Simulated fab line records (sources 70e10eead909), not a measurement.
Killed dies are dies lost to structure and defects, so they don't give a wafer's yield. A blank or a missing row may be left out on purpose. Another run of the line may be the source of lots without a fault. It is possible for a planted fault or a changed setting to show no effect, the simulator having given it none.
Matching of chambers :: flow nandHarc :: 4 sister chambers for NHARC_P_BONDPAD_STRIP_15 on rieDiel-08
The step strips in O2. 14 wafers are shown with their chamber, then 7 later ones without.

== WAFERS PAIRED WITH THEIR CHAMBERS ==
wafer: L228.1
chamber: 2
drypumpMotorCurrentA (A): 5.96
oesProductAu (a.u.): 1.025
throttleValvePct (%): 17.034

wafer: L228.3
chamber: 1
drypumpMotorCurrentA (A): 6.34
oesProductAu (a.u.): 1.002
throttleValvePct (%): 17.032

wafer: L228.4
chamber: 3
drypumpMotorCurrentA (A): 5.61
oesProductAu (a.u.): 1.009
throttleValvePct (%): 17.043

wafer: L230.2
chamber: 3
drypumpMotorCurrentA (A): 5.68
oesProductAu (a.u.): 1.003
throttleValvePct (%): 17.033

wafer: L230.5
chamber: 3
drypumpMotorCurrentA (A): 5.66
oesProductAu (a.u.): 1.006
throttleValvePct (%): 17.022

wafer: L230.6
chamber: 0
drypumpMotorCurrentA (A): 5.94
oesProductAu (a.u.): 1.005
throttleValvePct (%): 17.057

wafer: L229.2
chamber: 1
drypumpMotorCurrentA (A): 6.36
oesProductAu (a.u.): 0.997
throttleValvePct (%): 17.029

wafer: L229.3
chamber: 0
drypumpMotorCurrentA (A): 5.97
oesProductAu (a.u.): 0.993
throttleValvePct (%): 17.039

wafer: L229.6
chamber: 3
drypumpMotorCurrentA (A): 5.68
oesProductAu (a.u.): 1.008
throttleValvePct (%): 17.034

wafer: L231.1
chamber: 1
drypumpMotorCurrentA (A): 6.34
oesProductAu (a.u.): 1.001
throttleValvePct (%): 17.030

wafer: L231.4
chamber: 3
drypumpMotorCurrentA (A): 5.64
oesProductAu (a.u.): 1.002
throttleValvePct (%): 17.033

wafer: L231.6
chamber: 3
drypumpMotorCurrentA (A): 5.68
oesProductAu (a.u.): 1.002
throttleValvePct (%): 17.049

wafer: L241.1
chamber: 2
drypumpMotorCurrentA (A): 5.96
oesProductAu (a.u.): 1.018
throttleValvePct (%): 17.047

wafer: L241.3
chamber: 0
drypumpMotorCurrentA (A): 5.92
oesProductAu (a.u.): 1.002
throttleValvePct (%): 17.032

SIGNATURES, as means of the wafers listed above
reading: drypumpMotorCurrentA
chamber 0: 5.9433
chamber 1: 6.3467
chamber 2: 5.9600
chamber 3: 5.6583
scatter within a chamber: 0.0237

reading: oesProductAu
chamber 0: 1.00000
chamber 1: 1.00000
chamber 2: 1.02150
chamber 3: 1.00500
scatter within a chamber: 0.00406

reading: throttleValvePct
chamber 0: 17.04267
chamber 1: 17.03033
chamber 2: 17.04050
chamber 3: 17.03567
scatter within a chamber: 0.00926
Rule: for each reading, subtract the chamber's mean from the wafer's reading, divide by that reading's scatter and square the result; add these up over the readings and take the root, which gives the wafer's distance from the chamber. The wafer belongs to the nearest chamber; if the next one is less than 2 further off, it can't be placed. The scatter is the square root of a quotient: the sum, over the shown wafers, of each reading's squared deviation from its chamber's mean, divided by wafers minus chambers.

== WAFERS MISSING THEIR CHAMBER ==
wafer: L241.4
drypumpMotorCurrentA (A): 5.65
oesProductAu (a.u.): 1.005
throttleValvePct (%): 17.043

wafer: L244.1
drypumpMotorCurrentA (A): 6.38
oesProductAu (a.u.): 1.000
throttleValvePct (%): 17.032

wafer: L244.3
drypumpMotorCurrentA (A): 5.99
oesProductAu (a.u.): 1.005
throttleValvePct (%): 17.034

wafer: L244.5
drypumpMotorCurrentA (A): 5.86
oesProductAu (a.u.): 1.000
throttleValvePct (%): 17.028

wafer: L246.1
drypumpMotorCurrentA (A): 5.96
oesProductAu (a.u.): 1.007
throttleValvePct (%): 17.023

wafer: L246.5
drypumpMotorCurrentA (A): 6.33
oesProductAu (a.u.): 0.999
throttleValvePct (%): 17.020

wafer: L246.6
drypumpMotorCurrentA (A): 5.86
oesProductAu (a.u.): 1.004
throttleValvePct (%): 17.027

== CHAMBER TAKEN BY EACH ==
wafer: L241.4
from the rows above: 3
in truth: 3

wafer: L244.1
from the rows above: 1
in truth: 1

wafer: L244.3
from the rows above: can't be placed: 0 or 2
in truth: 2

wafer: L244.5
from the rows above: 0
in truth: 0

wafer: L246.1
from the rows above: can't be placed: 0 or 2
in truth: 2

wafer: L246.5
from the rows above: 1
in truth: 1

wafer: L246.6
from the rows above: 0
in truth: 0
Correct placement for 5 of the 7. Cannot be placed on the basis of these rows: 2; the candidates contain the true chamber in 2. 0 placed wrongly.
